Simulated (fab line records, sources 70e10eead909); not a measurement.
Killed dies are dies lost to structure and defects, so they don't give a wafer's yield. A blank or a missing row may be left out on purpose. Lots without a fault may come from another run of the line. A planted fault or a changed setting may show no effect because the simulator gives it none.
A struck lot beside a sound one | flow nand_harc | 15 steps out of a route of 1159
Sound: wafers L442.2, L442.3, L442.4. Struck: wafers L454.2, L454.4, L454.6. The cause comes at the end.
At each step with rows: each side's tool, then ch and its chambers, then its first start. Under that, the readings that differ: sound wafers | struck wafers | difference of the means | sigmas: that difference in standard deviations of wafers without a fault.
alike: readings whose means differ by less than 2 such deviations, and words and numbers that are the same on both sides. not compared: withheld readings, readings that some wafer has no value for, bounds like >300 that may hide the same value, and numbers for which the record gives no deviation and whose values overlap.
The two part at a step that has a row with sigmas, a row that says differs or no value, or rows on one side only. Numbers that don't overlap but have no deviation are shown without sigmas and don't part them. A reading that every wafer of one side lacks parts them only if that side has two wafers or more.

first, 8 steps without rows for these wafers: NHARC_A_CONTACT_COAT_61 (time 75 s); NHARC_A_CONTACT_COAT_62 (time 65 s); NHARC_A_CONTACT_COAT_63 (resist thk 90 nm); NHARC_A_CONTACT_SOFTBAKE_64 (time 55 s); NHARC_A_CONTACT_EBR_65; NHARC_A_CONTACT_EXPOSE_66 (exposes mask A CC 2); NHARC_A_CONTACT_PEB_67 (peb time 65 s); NHARC_A_CONTACT_DEVELOP_68 (develop time 35 s).
NHARC_A_CONTACT_CD_MEAS_69: target cd 200 nm.
  sound on cd_sem-02 ch 0, day 19 06:23; struck on cd_sem-03 ch 0, day 22 04:59
  alike: cd_nm
NHARC_A_CONTACT_OVL_MEAS_70:
  sound on overlay-01, day 19 06:29; struck on overlay-01, day 22 05:04
  alike: overlay_x_nm, overlay_y_nm
NHARC_A_CONTACT_INSPECT_71:
  sound on defect_inspect-01, day 19 06:31; struck on defect_inspect-01, day 22 05:07
  alike: raw_defect_count
NHARC_A_CONTACT_DESCUM_74: chemistry O2, time 3 s.
  sound on rie_diel-07 ch 1,2,3, day 19 06:34; struck on rie_diel-07 ch 1,2,3, day 22 05:11
  alike: drypump_motor_current_A, mfc_ar_sccm, oes_product_au, rf_vpp_V, showerhead_plenum_p_Torr, throttle_valve_pct
  not compared: rf_hours_counter_h
NHARC_A_CONTACT_ETCH_75: etches the open film in CF4, target depth 39 nm, time 65 s.
  sound on rie_diel-07 ch 0,1,3, day 19 07:07; struck on rie_diel-07 ch 0,1,3, day 22 05:15
  no value came back on the struck wafers for any of 10 readings (bias_w (W), cf4_flow_sccm (sccm) and others); on the sound wafers bias_w (W) reads 99.87 100.29 99.99
NHARC_A_CONTACT_ETCH_76: etches the open film in N2/H2, target depth 260 nm, time 475.3 s.
  sound on rie_diel-07 ch 0,2,3; struck on rie_diel-07 ch 1,2, day 22 05:20
  alike: bias_w, chamber_pressure_mTorr, drypump_motor_current_A, mfc_ar_sccm, oes_product_au, rf_fwd_power_W, rf_vpp_V, showerhead_plenum_p_Torr, throttle_valve_pct
  not compared: rf_hours_counter_h
-- the record jumps here: 3 days lie between the struck wafers' starts before and after (it left off in module A_CONTACT and takes up again in module END, whose first step shown is number 1159 of the route) --
NHARC_END_SORT_01:
  sound on prober-01 ch 0, day 22 14:58; struck on prober-01 ch 0, day 24 18:53
  reading         | sound    | struck                                                               | difference                   | sigmas
  hold            | - - -    | await_dispo/6.5h/scrap await_dispo/6.5h/scrap await_dispo/6.5h/scrap | no value on the sound wafers |
  killed_at_array | 30 29 37 | 673 671 674                                                          | +641                         | +58
  killed_dies     | 40 31 41 | 677 677 677                                                          | +640                         | +58
  alike: killed_at_other, killed_at_periphery, killed_open, killed_short

WHERE THEY PART
First at NHARC_A_CONTACT_ETCH_75; last, within this record, at NHARC_END_SORT_01.

WHY: what the simulator had put in
Skipped step whole: rie_diel-07, from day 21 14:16 on, at NHARC_A_CONTACT_ETCH_75. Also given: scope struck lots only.
